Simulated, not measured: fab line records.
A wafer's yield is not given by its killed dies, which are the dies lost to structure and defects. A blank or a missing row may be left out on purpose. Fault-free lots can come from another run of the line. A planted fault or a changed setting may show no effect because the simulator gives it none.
Problem report in the 8D (eight disciplines) form, filled by code || flow nand-harc || the parts of the form that need people (team, actions taken, sign-off) are left out

== 1. THE ISSUE ==
oes-product-au at NHARC_A_ZERO_WELL_ETCH_13 reads a mean of 0.727 a.u. on 1 wafer of 1 lot; wafers without a fault read 1.003 a.u. with a standard deviation of 0.0098. Measured from the usual mean, that is -28 standard deviations.
The step: etches the open film in HBr/Cl2, target depth 120 nm, time 40.1 s.
First seen on wafer L402.2, day 10 22:45, on rie-si-03. At this step, 36 wafers from 12 lots have a number in the record. By rule, "out" or "out of limits" means more than 4 standard deviations away from the usual mean. The other wafers with a number count as sound.

== 2. WHAT IT IS AND WHAT IT IS NOT ==
{"question": "which readings at this step", "is": "oes-product-au", "is not": "drypump-motor-current-A, rf-fwd-power-W, throttle-valve-pct"}
{"question": "which lots", "is": "L402", "is not": "L384, L385, L387, L388, L391, L393, L394, L396, L404, L405, L406"}
{"question": "which wafers of those lots", "is": "L402.2", "is not": "L402.4, L402.5"}
{"question": "read on which tools", "is": "rie-si-03", "is not": "rie-si-01, rie-si-06"}
{"question": "when", "is": "from day 10 22:45", "is not": "up to then (26 sound wafers); but 9 sound wafers of L404, L405, L406 came after"}

== 3. SUSPECTS, AND WHAT RULES EACH OUT ==
Counting: if a tool at a process step up to the reading ran every lot that is out, it stays a suspect. Sound lots after the first of them don't rule it out here, since some wafers of a struck lot are sound.
- rie-diel-09 at NHARC_P_BONDPAD_ETCH_12 (etches the open film in CHF3/O2, target depth 200 nm, time 100 s): kept. It processed L402, the lot that is out, at day 10 22:45, and its most recent sound lot before then was L396 at day 9 15:55. NHARC_P_BONDPAD_ETCH_12: start missing for some lots; hours and lot order therefore follow NHARC_A_ZERO_WELL_ETCH_13.
- pvd-sputter-01 at NHARC_P_BONDPAD_PVD_17 (deposits TaN, target thk 5 nm, time 8.06 s): kept. It processed L402, the lot that is out, at day 10 22:45, and its most recent sound lot before then was L396 at day 9 15:55. NHARC_P_BONDPAD_PVD_17: start missing for some lots; hours and lot order therefore follow NHARC_A_ZERO_WELL_ETCH_13.
- rie-si-03 at NHARC_A_ZERO_WELL_ETCH_13 (etches the open film in HBr/Cl2, target depth 120 nm, time 40.1 s): kept. It processed L402, the lot that is out, at day 10 22:45, and its most recent sound lot before then was L396 at day 9 15:55. Its own readings are out on those wafers: oes-product-au.
- The sound lot-mates ran in chamber 2 of rie-diel-09 at NHARC_P_BONDPAD_ETCH_12, but the wafers that are out ran in chamber 3.
- The sound lot-mates ran in chamber 0 of rie-si-03 at NHARC_A_ZERO_WELL_ETCH_13, but the wafers that are out ran in chamber 3.
Still standing after the count: rie-diel-09 at NHARC_P_BONDPAD_ETCH_12, pvd-sputter-01 at NHARC_P_BONDPAD_PVD_17, rie-si-03 at NHARC_A_ZERO_WELL_ETCH_13.

== 4. THE CAUSE (what the simulator had put in) ==
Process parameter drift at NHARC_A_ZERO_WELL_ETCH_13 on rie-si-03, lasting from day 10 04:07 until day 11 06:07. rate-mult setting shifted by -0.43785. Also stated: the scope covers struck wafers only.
3 suspects survive the count, and this tool is in that group.

== 5. THE CHAIN OF EFFECTS, in route order ==
Each row: a reading whose mean over the struck wafers that have a number lies more than 3 standard deviations from the usual. Readings are gone through only where the record gives a usual standard deviation; hours: the median, over the lots, of the time from a lot's start at the first step in this table giving one to that lot's start at this step; sigmas: the change measured in usual standard deviations.
{"hours": 0, "step": "NHARC_A_ZERO_WELL_ETCH_13", "reading": "oes-product-au", "usual": "1.003 a.u.", "on struck wafers": 0.727, "change": -0.276, "sigmas": -28}
It contains these process steps:
- NHARC_A_ZERO_WELL_ETCH_13: etches the open film in HBr/Cl2, target depth 120 nm, time 40.1 s.

== 6. HOW IT WOULD HAVE BEEN CAUGHT EARLIER ==
The fault began at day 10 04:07; the first out-of-limits reading in this record came at day 10 22:45, 19 hours later.
